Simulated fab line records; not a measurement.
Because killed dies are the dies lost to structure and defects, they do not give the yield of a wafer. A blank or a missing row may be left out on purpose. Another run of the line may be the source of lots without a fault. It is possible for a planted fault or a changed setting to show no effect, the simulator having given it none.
Chamber matching :: flow n5Finfet :: N5_BEOL_M0_CUTY_ETCH_63 on rieDiel-03: 4 sister chambers
The step etches SOC in N2/H2, target depth 82.7 nm, overetch 16.5 nm, time 124 s. 8 wafers are shown with their chamber, then 8 later ones without.

== WAFERS, EACH WITH ITS CHAMBER ==
wafer: L078.4
chamber: 0
showerheadPlenumPTorr (Torr): 2.50
drypumpMotorCurrentA (A): 5.52

wafer: L078.5
chamber: 3
showerheadPlenumPTorr (Torr): 2.43
drypumpMotorCurrentA (A): 5.65

wafer: L080.4
chamber: 0
showerheadPlenumPTorr (Torr): 2.50
drypumpMotorCurrentA (A): 5.53

wafer: L080.5
chamber: 3
showerheadPlenumPTorr (Torr): 2.43
drypumpMotorCurrentA (A): 5.69

wafer: L081.3
chamber: 2
showerheadPlenumPTorr (Torr): 2.64
drypumpMotorCurrentA (A): 5.97

wafer: L081.5
chamber: 2
showerheadPlenumPTorr (Torr): 2.64
drypumpMotorCurrentA (A): 5.98

wafer: L081.6
chamber: 1
showerheadPlenumPTorr (Torr): 2.45
drypumpMotorCurrentA (A): 5.79

wafer: L084.1
chamber: 1
showerheadPlenumPTorr (Torr): 2.44
drypumpMotorCurrentA (A): 5.77

== WAFERS WITHOUT THEIR CHAMBER ==
wafer: L084.4
showerheadPlenumPTorr (Torr): 2.42
drypumpMotorCurrentA (A): 5.62

wafer: L084.5
showerheadPlenumPTorr (Torr): 2.64
drypumpMotorCurrentA (A): 6.01

wafer: L093.2
showerheadPlenumPTorr (Torr): 2.44
drypumpMotorCurrentA (A): 5.78

wafer: L093.3
showerheadPlenumPTorr (Torr): 2.63
drypumpMotorCurrentA (A): 5.94

wafer: L093.6
showerheadPlenumPTorr (Torr): 2.49
drypumpMotorCurrentA (A): 5.51

wafer: L097.4
showerheadPlenumPTorr (Torr): 2.43
drypumpMotorCurrentA (A): 5.82

wafer: L097.5
showerheadPlenumPTorr (Torr): 2.41
drypumpMotorCurrentA (A): 5.65

wafer: L097.6
showerheadPlenumPTorr (Torr): 2.63
drypumpMotorCurrentA (A): 5.97

== WHICH CHAMBER EACH ONE RAN IN ==
wafer: L084.4
from the rows above: 3
in truth: 3

wafer: L084.5
from the rows above: 2
in truth: 2

wafer: L093.2
from the rows above: 1
in truth: 1

wafer: L093.3
from the rows above: 2
in truth: 2

wafer: L093.6
from the rows above: 0
in truth: 0

wafer: L097.4
from the rows above: 1
in truth: 1

wafer: L097.5
from the rows above: 3
in truth: 3

wafer: L097.6
from the rows above: 2
in truth: 2
8 of 8 placed correctly. Left unplaced by these rows: 0. Number placed wrongly: 0.
How it was worked out, from the rows above alone: a wafer's distance from a chamber is the root of the sum, over the readings, of the square of ((its reading less the chamber's mean) divided by the reading's scatter). If the next closest chamber is less than 2 further off than the closest, the wafer can't be placed; otherwise it belongs to the closest. The mean given for a chamber averages the wafers shown for that chamber. The scatter: the root of (the sum of the squares of (reading less its chamber's mean) over the shown wafers, divided by (wafers less chambers)).
